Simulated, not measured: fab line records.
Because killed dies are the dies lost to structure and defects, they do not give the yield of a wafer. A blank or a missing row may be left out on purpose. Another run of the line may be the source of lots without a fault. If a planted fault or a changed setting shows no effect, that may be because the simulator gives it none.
fab line records -- flow nand-harc
[record] lots = 11, wafers = 33, last-day = 33
route steps=1302 shown P_GATE@124 END@1302
lots untouched by any fault: they come from a run of this same line in which no faults occurred
start-h: start of the lot's first displayed wafer, in hours after the record's first day -- wait-h: hours elapsed since this lot's preceding step -- " identical to the entry in the row above -- L1.1+2: several wafers, shown together as one row -- - value missing, or start not given -- * or withheld: withheld -- < > ~ a bound
route shown NAME@n: NAME is a module with steps in the file, n the number in the route of the first one -- usual: the fault-free wafers' mean and standard deviation -- same: alike in all rows -- chamber/n: place in a boat -- sites: readings site by site -- _std_site: the standard deviation of these -- _edge_site: inner sites' mean taken away from outer sites' mean -- radius-mm: for every site, how far away it sits from the centre of the wafer -- mask NAME#n: copy n -- behind: tool/chamber where the wafer was last shaped -- hold: reason for holding the lot/hours on hold/outcome of the hold -- device: the transistor (n, p or np) that didn't switch -- end of line: the same wafers' tests at the end of the route -- a step without rows: its recipe alone -- killed: dies that structure and defects cost at the first sort, which is not the same as the wafer's yield -- map: a wafer's dies, x killed, . not, _ none there
set.NAME: the setting as run; set.NAME@STEP: as run at that earlier step -- model.NAME: the simulator's own value behind a step, which no gauge read
route steps across a sampled set of lots; one table per step, one row per wafer
services: from which hour (start-h, from the record's first day; less than 0 if before it) a tool's chamber was out of use, for how many hours, and why
[[steps]]
[step NHARC_P_GATE_DESCUM_13]
[recipe] time-s = 3, o2-flow-sccm = 200, ar-flow-sccm = 0, bias-power-w = 0, chemistry = O2
[usual] drypump-motor-current-A = 6.0/0.38, oes-product-au = 1.001/0.012, rf-vpp-V = 57.9/0.94, showerhead-plenum-p-Torr = 1.92/0.081, throttle-valve-pct = 11.312/0.0097
lot.wafer,tool,chamber,start-h,wait-h,drypump-motor-current-A,oes-product-au,rf-hours-counter-h,rf-vpp-V,showerhead-plenum-p-Torr,throttle-valve-pct
L320.3,rie-diel-08,2,87.18,-,5.2,1.006,1,57.0,1.93,11.313
L320.4,rie-diel-08,3,87.18,-,5.6,0.990,2,56.1,1.81,11.305
L320.5,rie-diel-08,0,87.18,-,6.1,1.015,-,57.6,2.02,11.304
L323.2,rie-diel-08,0,112.25,-,6.1,1.005,3,59.0,2.02,11.308
L323.3,rie-diel-08,2,112.25,-,5.2,1.003,2,57.1,1.93,11.337
L323.4,rie-diel-08,3,112.25,-,5.7,0.989,2,58.8,1.81,11.312
L329.3,rie-diel-06,2,170.52,-,6.7,0.984,2,57.5,1.86,11.304
L329.4,rie-diel-06,3,170.52,-,6.7,0.997,3,56.5,1.93,11.320
L329.6,rie-diel-06,1,170.52,-,5.5,0.979,-,57.9,1.80,11.311
L330.2,rie-diel-13,3,178.09,-,5.7,0.977,0,57.1,1.90,11.310
L330.3,rie-diel-13,0,178.09,-,6.5,1.015,0,57.5,2.00,11.310
L330.5,rie-diel-13,2,178.09,-,5.9,1.020,-,57.7,1.86,11.295
L335.4,rie-diel-08,1,230.28,-,5.7,1.005,3,58.0,1.85,11.306
L335.6,rie-diel-08,2,230.28,-,5.2,0.998,-,57.5,1.92,11.295
L335.5,rie-diel-08,3,230.28,-,5.6,1.005,-,56.4,1.81,11.309
L338.2,rie-diel-08,3,262.33,-,5.7,1.010,3,56.3,1.81,11.309
L338.6,rie-diel-08,2,262.33,-,5.2,0.985,-,57.4,1.92,11.328
L338.5,rie-diel-08,3,262.33,-,5.6,1.003,-,58.1,1.81,11.300
L339.1,rie-diel-13,1,272.82,-,6.0,1.012,6,57.9,2.04,11.316
L339.2,rie-diel-13,0,272.82,-,6.5,1.011,7,57.8,2.00,11.313
L339.5,rie-diel-13,2,272.82,-,5.9,0.999,-,58.3,1.86,11.296
L341.4,rie-diel-13,1,286.04,-,6.0,1.006,7,59.0,2.04,11.310
L341.2,rie-diel-13,2,286.04,-,5.9,1.005,7,59.3,1.86,11.303
L341.1,rie-diel-13,0,286.04,-,6.5,1.024,7,57.2,2.00,11.327
L340.2,rie-diel-13,2,286.22,-,5.9,1.004,7,57.4,1.86,11.322
L340.5,rie-diel-13,0,286.22,-,6.5,1.023,-,58.2,2.00,11.326
L340.6,rie-diel-13,1,286.22,-,5.9,1.014,-,58.5,2.04,11.328
L342.4,rie-diel-13,2,299.76,-,5.9,1.020,7,57.9,1.86,11.312
L342.2,rie-diel-13,1,299.76,-,6.0,1.013,7,58.1,2.04,11.308
L342.6,rie-diel-13,3,299.76,-,5.7,1.001,-,58.5,1.90,11.304
L343.3,rie-diel-13,1,309.40,-,6.0,1.020,8,58.4,2.04,11.317
L343.4,rie-diel-13,2,309.40,-,5.9,1.009,8,59.1,1.86,11.298
L343.5,rie-diel-13,1,309.40,-,6.0,1.022,-,56.5,2.04,11.308
[step NHARC_P_GATE_ETCH_14]
[recipe] target-depth-a = 488, chemistry = dHF, material = SiO2
lot.wafer,tool,chamber,start-h,wait-h
L320.5+3+4,wet-bench-06,"5,6,0",87.32,0.1
L323.3+4+2,wet-bench-06,"5,0,1",112.40,0.1
L329.3+4+6,wet-bench-06,"0,1,3",170.64,0.1
L330.5+2+3,wet-bench-06,"4,7,0",178.22,0.1
L335.5+4+6,wet-bench-05,"1,2,4",230.39,0.1
L338.2+5+6,wet-bench-04,"0,1,2",262.48,0.1
L339.1+2+5,wet-bench-04,"0,2,3",272.96,0.1
L341.4+2+1,wet-bench-06,"1,2,5",286.18,0.1
L340.5+2+6,wet-bench-04,"4,6,7",286.33,0.1
L342.2+6+4,wet-bench-05,"4,5,7",299.90,0.1
L343.4+3+5,wet-bench-05,"6,1,2",309.53,0.1
[step NHARC_P_GATE_INSPECT_28]
[usual] raw-defect-count = 7/3.4
lot.wafer,tool,chamber,start-h,wait-h,raw-defect-count
L320.3,defect-inspect-02,-,102.75,0.0,7
L320.4,defect-inspect-02,-,102.75,0.0,10
L320.5,defect-inspect-02,-,102.75,0.0,4
L323.2,defect-inspect-01,-,130.50,0.0,4
L323.3,defect-inspect-01,-,130.50,0.0,4
L323.4,defect-inspect-01,-,130.50,0.0,1
L329.3,defect-inspect-02,-,186.21,0.0,924
L329.4,defect-inspect-02,-,186.21,0.0,899
L329.6,defect-inspect-02,-,186.21,0.0,920
L330.2,defect-inspect-01,-,195.24,0.0,912
L330.3,defect-inspect-01,-,195.24,0.0,863
L330.5,defect-inspect-01,-,195.24,0.0,895
L335.4,defect-inspect-01,-,248.55,0.0,7
L335.5,defect-inspect-01,-,248.55,0.0,8
L335.6,defect-inspect-01,-,248.55,0.0,4
L338.2,defect-inspect-02,-,277.22,0.0,8
L338.5,defect-inspect-02,-,277.22,0.0,8
L338.6,defect-inspect-02,-,277.22,0.0,4
L339.1,defect-inspect-01,-,287.70,0.0,2
L339.2,defect-inspect-01,-,287.70,0.0,3
L339.5,defect-inspect-01,-,287.70,0.0,6
L341.1,defect-inspect-02,-,304.76,0.0,14
L341.2,defect-inspect-02,-,304.76,0.0,16
L341.4,defect-inspect-02,-,304.76,0.0,4
L340.2,defect-inspect-01,-,305.10,0.0,7
L340.5,defect-inspect-01,-,305.10,0.0,7
L340.6,defect-inspect-01,-,305.10,0.0,7
L342.2,defect-inspect-02,-,313.62,0.0,11
L342.4,defect-inspect-02,-,313.62,0.0,9
L342.6,defect-inspect-02,-,313.62,0.0,14
L343.3,defect-inspect-02,-,323.63,0.0,4
L343.4,defect-inspect-02,-,323.63,0.0,3
L343.5,defect-inspect-02,-,323.63,0.0,4
[step NHARC_P_GATE_ETCH_32]
[recipe] target-depth-a = 1500, over-etch-frac = 1, over-etch-ion-energy-ev = 40, time-s = 100.1, hbr-flow-sccm = 150, cl2-flow-sccm = 50, rf-w = 400, icp-w = 400, bias-w = 100, chemistry = HBr/Cl2
[usual] drypump-motor-current-A = 5.8/0.42, oes-product-au = 1.003/0.013, throttle-valve-pct = 26.406/0.0089
lot.wafer,tool,chamber,start-h,wait-h,drypump-motor-current-A,oes-product-au,rf-hours-counter-h,throttle-valve-pct
L320.3,rie-si-06,2,103.34,-,6.5,1.002,0.14,26.395
L320.4,rie-si-06,1,103.34,-,5.8,1.018,0.12,26.402
L320.5,rie-si-06,2,103.34,-,6.5,1.001,-,26.404
L323.2,rie-si-01,3,131.02,-,5.4,1.008,0.63,26.397
L323.3,rie-si-01,0,131.02,-,5.6,0.990,0.65,26.391
L323.4,rie-si-01,2,131.02,-,5.6,0.996,0.64,26.427
L329.4,rie-si-05,3,186.75,-,5.0,0.991,0.32,26.387
L329.3,rie-si-05,0,186.75,-,6.1,0.988,0.34,26.421
L329.6,rie-si-05,3,186.75,-,5.0,1.000,-,26.413
L330.2,rie-si-05,3,195.76,-,5.0,0.991,0.40,26.421
L330.3,rie-si-05,1,195.76,-,6.2,1.010,0.32,26.412
L330.5,rie-si-05,3,195.76,-,5.0,0.988,-,26.416
L335.4,rie-si-01,2,249.08,-,5.6,0.984,0.32,26.397
L335.6,rie-si-01,2,249.08,-,5.6,0.989,-,26.396
L335.5,rie-si-01,3,249.08,-,5.4,1.011,-,26.400
L338.2,rie-si-01,3,277.76,-,5.3,1.022,0.49,26.412
L338.5,rie-si-01,2,277.76,-,5.6,0.993,-,26.403
L338.6,rie-si-01,3,277.76,-,5.4,1.010,-,26.403
L339.1,rie-si-01,2,288.23,-,5.6,1.005,0.63,26.396
L339.2,rie-si-01,1,288.23,-,5.4,0.999,0.54,26.396
L339.5,rie-si-01,3,288.23,-,5.3,1.008,-,26.409
L341.1,rie-si-01,3,305.29,-,5.4,1.006,0.79,26.408
L341.2,rie-si-01,1,305.29,-,5.4,1.000,0.65,26.389
L341.4,rie-si-01,2,305.29,-,5.6,0.999,0.77,26.409
L340.2,rie-si-06,2,305.62,-,6.5,0.995,0.30,26.401
L340.5,rie-si-06,2,305.62,-,6.5,0.999,-,26.416
L340.6,rie-si-06,3,305.62,-,5.9,0.998,-,26.401
L342.2,rie-si-05,1,314.16,-,6.2,1.015,0.01,26.407
L342.4,rie-si-05,3,314.16,-,5.0,0.995,0.01,26.396
L342.6,rie-si-05,0,314.16,-,6.1,0.996,-,26.407
L343.3,rie-si-01,2,324.17,-,5.6,0.998,0.89,26.401
L343.4,rie-si-01,3,324.17,-,5.3,1.010,0.95,26.410
L343.5,rie-si-01,2,324.17,-,5.6,1.002,-,26.419
[step NHARC_P_GATE_STRIP_101]
[recipe] time-s = 20, o2-flow-sccm = 500, ar-flow-sccm = 0, bias-w = 0, chemistry = O2
[usual] drypump-motor-current-A = 6.1/0.46, oes-product-au = 0.995/0.012, rf-vpp-V = 57.6/0.79, showerhead-plenum-p-Torr = 3.50/0.13, throttle-valve-pct = 17.037/0.0084
lot.wafer,tool,chamber,start-h,wait-h,drypump-motor-current-A,oes-product-au,rf-hours-counter-h,rf-vpp-V,showerhead-plenum-p-Torr,throttle-valve-pct
L320.4,rie-diel-06,2,113.66,0.1,6.7,0.994,9,56.3,3.43,17.041
L320.3,rie-diel-06,3,113.66,0.1,6.7,0.992,9,57.3,3.55,17.047
L320.5,rie-diel-06,3,113.66,0.1,6.6,0.994,-,57.5,3.55,17.042
L323.4,rie-diel-13,1,141.33,0.1,6.0,0.999,11,57.5,3.74,17.028
L323.3,rie-diel-13,2,141.33,0.1,5.9,0.990,12,57.6,3.44,17.033
L323.2,rie-diel-13,3,141.33,0.1,5.7,0.998,13,59.8,3.51,17.037
L329.3,rie-diel-13,0,197.19,0.1,6.5,1.002,1,57.9,3.67,17.027
L329.6,rie-diel-13,0,197.19,0.1,6.5,1.007,-,58.0,3.67,17.038
L329.4,rie-diel-13,1,197.19,0.1,6.0,1.001,-,58.2,3.74,17.030
L330.2,rie-diel-06,1,206.26,0.1,5.5,0.978,5,57.1,3.33,17.032
L330.3,rie-diel-06,2,206.26,0.1,6.7,1.005,4,57.5,3.43,17.040
L330.5,rie-diel-06,2,206.26,0.1,6.7,1.003,-,57.6,3.43,17.039
L335.4,rie-diel-08,3,259.45,0.1,5.7,0.997,3,56.6,3.35,17.033
L335.5,rie-diel-08,3,259.45,0.1,5.7,1.002,-,55.8,3.35,17.040
L335.6,rie-diel-08,0,259.45,0.1,6.1,0.999,-,57.9,3.71,17.048
L338.2,rie-diel-06,2,288.27,0.1,6.7,0.999,9,57.1,3.43,17.037
L338.6,rie-diel-06,2,288.27,0.1,6.7,0.999,-,58.0,3.43,17.023
L338.5,rie-diel-06,3,288.27,0.1,6.6,0.987,-,58.6,3.55,17.026
L339.2,rie-diel-06,0,300.77,0.1,6.4,0.970,11,56.4,3.34,17.045
L339.1,rie-diel-06,1,300.77,0.1,5.5,0.988,9,57.8,3.33,17.047
L339.5,rie-diel-06,2,300.77,0.1,6.7,1.001,-,57.7,3.43,17.058
L341.4,rie-diel-13,2,315.77,0.1,5.9,1.010,8,58.2,3.44,17.036
L341.2,rie-diel-13,3,315.77,0.1,5.7,0.994,7,57.7,3.51,17.040
L341.1,rie-diel-13,0,315.77,0.1,6.5,1.000,10,57.1,3.67,17.031
L340.2,rie-diel-08,1,316.10,0.1,5.7,0.993,8,57.6,3.42,17.051
L340.6,rie-diel-08,1,316.10,0.1,5.7,1.002,-,58.3,3.42,17.049
L340.5,rie-diel-08,2,316.10,0.1,5.2,0.989,-,58.1,3.54,17.029
L342.4,rie-diel-13,3,324.55,0.1,5.7,0.991,7,56.1,3.51,17.057
L342.2,rie-diel-13,1,324.55,0.1,6.0,1.023,8,58.8,3.74,17.030
L342.6,rie-diel-13,3,324.55,0.1,5.7,0.984,-,57.4,3.51,17.012
L343.3,rie-diel-13,0,334.57,0.1,6.5,0.998,10,57.1,3.67,17.048
L343.4,rie-diel-13,1,334.57,0.1,6.0,1.021,8,57.1,3.74,17.037
L343.5,rie-diel-13,0,334.57,0.1,6.5,1.004,-,58.1,3.67,17.046
[step NHARC_P_GATE_INSPECT_68]
[usual] raw-defect-count = 190/60
lot.wafer,tool,chamber,start-h,wait-h,raw-defect-count
L320.3,defect-inspect-01,-,121.50,0.1,159
L320.4,defect-inspect-01,-,121.50,0.1,297
L320.5,defect-inspect-01,-,121.50,0.1,230
L323.2,defect-inspect-01,-,148.79,0.1,157
L323.3,defect-inspect-01,-,148.79,0.1,225
L323.4,defect-inspect-01,-,148.79,0.1,162
L329.3,defect-inspect-02,-,204.59,0.1,1274
L329.4,defect-inspect-02,-,204.59,0.1,1067
L329.6,defect-inspect-02,-,204.59,0.1,1221
L330.2,defect-inspect-02,-,213.89,0.1,1093
L330.3,defect-inspect-02,-,213.89,0.1,1112
L330.5,defect-inspect-02,-,213.89,0.1,1155
L335.4,defect-inspect-02,-,266.91,0.1,158
L335.5,defect-inspect-02,-,266.91,0.1,160
L335.6,defect-inspect-02,-,266.91,0.1,240
L338.2,defect-inspect-02,-,295.76,0.1,120
L338.5,defect-inspect-02,-,295.76,0.1,141
L338.6,defect-inspect-02,-,295.76,0.1,159
L339.1,defect-inspect-01,-,308.18,0.2,130
L339.2,defect-inspect-01,-,308.18,0.2,221
L339.5,defect-inspect-01,-,308.18,0.2,230
L341.1,defect-inspect-02,-,323.21,0.2,103
L341.2,defect-inspect-02,-,323.21,0.2,169
L341.4,defect-inspect-02,-,323.21,0.2,191
L340.2,defect-inspect-01,-,323.55,0.1,158
L340.5,defect-inspect-01,-,323.55,0.1,166
L340.6,defect-inspect-01,-,323.55,0.1,273
L342.2,defect-inspect-02,-,332.26,0.1,293
L342.4,defect-inspect-02,-,332.26,0.1,131
L342.6,defect-inspect-02,-,332.26,0.1,182
L343.3,defect-inspect-01,-,341.78,0.1,179
L343.4,defect-inspect-01,-,341.78,0.1,200
L343.5,defect-inspect-01,-,341.78,0.1,179
[step NHARC_END_SORT_01]
[recipe] temp-c = 25
[usual] killed-at-array = 58/22, killed-at-other = 1.0/1.3, killed-at-periphery = 5/3.4, killed-dies = 64/22, killed-open = 3.6/1.8, killed-short = 2.4/1.7
[same] gross-dies = 677
lot.wafer,tool,chamber,start-h,wait-h,killed-at-array,killed-at-other,killed-at-periphery,killed-dies,killed-open,killed-short
L329.3,prober-02,0,648.57,3.1,51,4,99,154,2,0
L329.4,prober-02,0,649.36,3.4,47,1,108,156,1,2
L329.6,prober-02,0,650.95,4.0,57,2,56,115,2,0
L330.2,prober-02,0,658.36,2.8,51,1,66,118,4,3
L330.3,prober-02,0,659.16,3.1,41,0,100,141,2,0
L330.5,prober-02,0,660.76,3.7,36,0,97,133,2,1
// killed by level:class
L329.3 P_GATE:unspecified=96 A_CHANNEL_HOLE_D1:chamber-film-flake=35 A_CHANNEL_HOLE_D2:chamber-film-flake=9 A_CONTACT:chamber-film-flake=4 HYBRID_BOND:chamber-film-flake=3 P_GATE:chamber-film-flake=2 P_CONTACT:geometric-particle:open=1 A_CONTACT:geometric-particle:open=1
L329.4 P_GATE:unspecified=103 A_CHANNEL_HOLE_D1:chamber-film-flake=29 A_CHANNEL_HOLE_D2:chamber-film-flake=10 P_GATE:chamber-film-flake=4 A_STAIRCASE:chamber-film-flake=3 A_SOURCE_PLATE:geometric-particle:short=1 A_CHANNEL_FILL_D1:geometric-particle:short=1 A_M0:geometric-particle:open=1
L329.6 P_GATE:unspecified=54 A_CHANNEL_HOLE_D1:chamber-film-flake=38 A_CHANNEL_HOLE_D2:chamber-film-flake=11 A_CONTACT:chamber-film-flake=4 THIN_TSV:chamber-film-flake=2 P_GATE:geometric-particle:open=1 A_CHANNEL_FILL_D1:geometric-particle:open=1 P_GATE:chamber-film-flake=1
L330.2 P_GATE:unspecified=61 A_SLIT:chamber-film-flake=33 A_CHANNEL_HOLE_D1:chamber-film-flake=4 A_CONTACT:chamber-film-flake=4 A_CHANNEL_HOLE_D2:chamber-film-flake=3 P_STI:chamber-film-flake=2 P_CONTACT:geometric-particle:open=1 P_BONDPAD:geometric-particle:open=1
L330.3 P_GATE:unspecified=98 A_SLIT:chamber-film-flake=35 A_CHANNEL_HOLE_D1:chamber-film-flake=2 A_CONTACT:chamber-film-flake=2 P_CONTACT:geometric-particle:open=1 P_M0:geometric-particle:open=1 A_CHANNEL_HOLE_D2:chamber-film-flake=1 A_CHANNEL_FILL_D2:chamber-film-flake=1
L330.5 P_GATE:unspecified=97 A_SLIT:chamber-film-flake=26 A_CHANNEL_HOLE_D1:chamber-film-flake=3 A_CONTACT:chamber-film-flake=2 A_SOURCE_PLATE:geometric-particle:open=1 A_SGD_CUT:geometric-particle:short=1 A_M0:geometric-particle:open=1 A_CHANNEL_HOLE_D2:chamber-film-flake=1
[[services]]
tool,chamber,start-h,hours,kind
rie-diel-08,0,63.33,8.3,repair
rie-diel-08,1,67.77,8.6,repair
rie-diel-13,0,72.60,2.1,repair
rie-diel-13,1,80.47,8.1,repair
rie-si-01,1,85.74,7.0,repair
rie-diel-13,2,95.00,9.2,repair
rie-si-01,1,98.94,12.4,repair
rie-diel-13,-,122.65,2.1,repair
rie-diel-06,-,130.20,9.0,pm
rie-diel-13,2,156.02,1.6,repair
rie-diel-08,2,162.08,6.1,repair
rie-diel-13,-,165.04,9.0,pm
rie-diel-08,3,171.72,10.4,repair
rie-diel-13,3,184.78,24.1,repair
rie-diel-08,3,185.72,15.0,repair
rie-diel-08,-,190.80,9.0,pm
rie-si-01,-,193.00,9.0,pm
wet-bench-06,-,193.60,8.0,pm
rie-diel-06,0,203.88,3.9,repair
rie-si-01,2,212.75,5.8,repair
rie-si-01,1,217.41,5.7,repair
rie-diel-06,-,228.42,2.5,repair
rie-diel-13,1,256.32,3.7,repair
rie-diel-06,3,295.90,8.2,repair
[[key]]
[first-sign] step = NHARC_P_GATE_INSPECT_28, reading = raw-defect-count, direction = up, sigmas = 99+, usual = 7, struck = 902
[effect] step = NHARC_P_GATE_INSPECT_68, reading = raw-defect-count, direction = up, sigmas = 16, usual = 190, struck = 1154
[effect] step = NHARC_END_SORT_01, reading = killed-at-periphery, direction = up, sigmas = 25, usual = 5, struck = 88
[more-kills-born-at] NHARC_P_GATE_ETCH_14@wet-bench-06 = 509
met-at NHARC_P_GATE_ETCH_14
struck-lots L329,L330
tester-left-out L329,L330
not-acting-at NHARC_P_GATE_DESCUM_13,NHARC_P_GATE_ETCH_32,NHARC_P_GATE_STRIP_101
onset-between 112.40 170.64
[fault] kind = chamber-particle-source, tool = wet-bench-06, chamber = -, onset-h = 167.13, steps = NHARC_P_GATE_ETCH_14, rate-per-visit-cm2 = 1.3947, end-h = 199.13
// tester-left-out: of these lots the tester's yield and bins aren't shown, on N5 and GAA mostly nor the transistor test; their killed dies are dies lost to structure and defects alone, not to doping, threshold or leakage, so they don't give the yield
